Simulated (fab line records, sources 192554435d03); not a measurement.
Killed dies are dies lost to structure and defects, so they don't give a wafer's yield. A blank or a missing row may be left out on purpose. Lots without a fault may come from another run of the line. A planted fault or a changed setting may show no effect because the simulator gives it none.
One fault seen from 2 desks | flow n5_finfet | each desk has only its own numbers; what lay behind them comes last

THE METROLOGY DESK
What the gauges read, lot by lot, whatever tool the lot ran on: means of the sampled wafers that have a number. A lot is out of limits, marked OUT, if its mean lies more than 4 standard deviations from the usual mean; the brackets give that distance.
Columns: A = PASS_OPEN_OVL at N5_PASSIVATION_OVL_MEAS_66, usual -1 nm
lot  | first seen here | A
L822 | day 13 00:34    | -1
L824 | day 13 11:19    | 8
L826 | day 13 15:37    | 5
L828 | day 14 20:16    | 2
L829 | day 15 05:16    | -6
L831 | day 15 12:45    | 11
L832 | day 15 17:58    | 0
L827 | day 15 22:47    | -3
L835 | day 15 23:25    | -12
L838 | day 16 23:46    | -4
L842 | day 17 22:55    | 0
This desk's finding: nothing out of limits on any of the 11 lots.

THE TOOL OWNER'S DESK: rie_diel-03
The tool's own readings at N5_BEOL_M3_VIA_ETCH_34 (etches the open film in C4F6/O2, target depth 69.4 nm, time 65.9 s): means of the sampled wafers that have a number, for each lot that ran on this tool. A lot is out of limits, marked OUT, if its mean lies more than 4 standard deviations from the usual mean; the brackets give that distance.
Columns: A = O2_flow_sccm at N5_BEOL_M3_VIA_ETCH_34, usual 10.002 sccm; B = drypump_motor_current_A at N5_BEOL_M3_VIA_ETCH_34, usual 5.8 A; C = oes_f_703_au at N5_BEOL_M3_VIA_ETCH_34, usual 0.78 a.u.; D = oes_product_au at N5_BEOL_M3_VIA_ETCH_34, usual 0.79 a.u.; E = rf_vpp_V at N5_BEOL_M3_VIA_ETCH_34, usual 671 V; F = showerhead_plenum_p_Torr at N5_BEOL_M3_VIA_ETCH_34, usual 2.86 Torr; G = throttle_valve_pct at N5_BEOL_M3_VIA_ETCH_34, usual 30.92 %
lot  | first seen here | A      | B   | C    | D    | E   | F    | G
L829 | day 9 23:14     | 10.024 | 5.8 | 0.73 | 0.72 | 660 | 2.84 | 30.93
L831 | day 10 12:23    | 9.990  | 5.9 | 0.74 | 0.74 | 665 | 2.87 | 30.99
L832 | day 10 15:58    | 9.972  | 6.1 | 0.73 | 0.72 | 667 | 2.88 | 30.95
L835 | day 11 02:38    | 10.017 | 6.0 | 0.74 | 0.74 | 669 | 2.88 | 31.01
L838 | day 12 01:49    | 9.992  | 5.8 | 0.72 | 0.71 | 657 | 2.83 | 30.94
This desk's finding: nothing out of limits on any of the 5 lots.

PUT TOGETHER
The metrology desk saw nothing out of limits.
The tool owner's desk saw nothing out of limits.

WHAT THE SIMULATOR HAD PUT IN
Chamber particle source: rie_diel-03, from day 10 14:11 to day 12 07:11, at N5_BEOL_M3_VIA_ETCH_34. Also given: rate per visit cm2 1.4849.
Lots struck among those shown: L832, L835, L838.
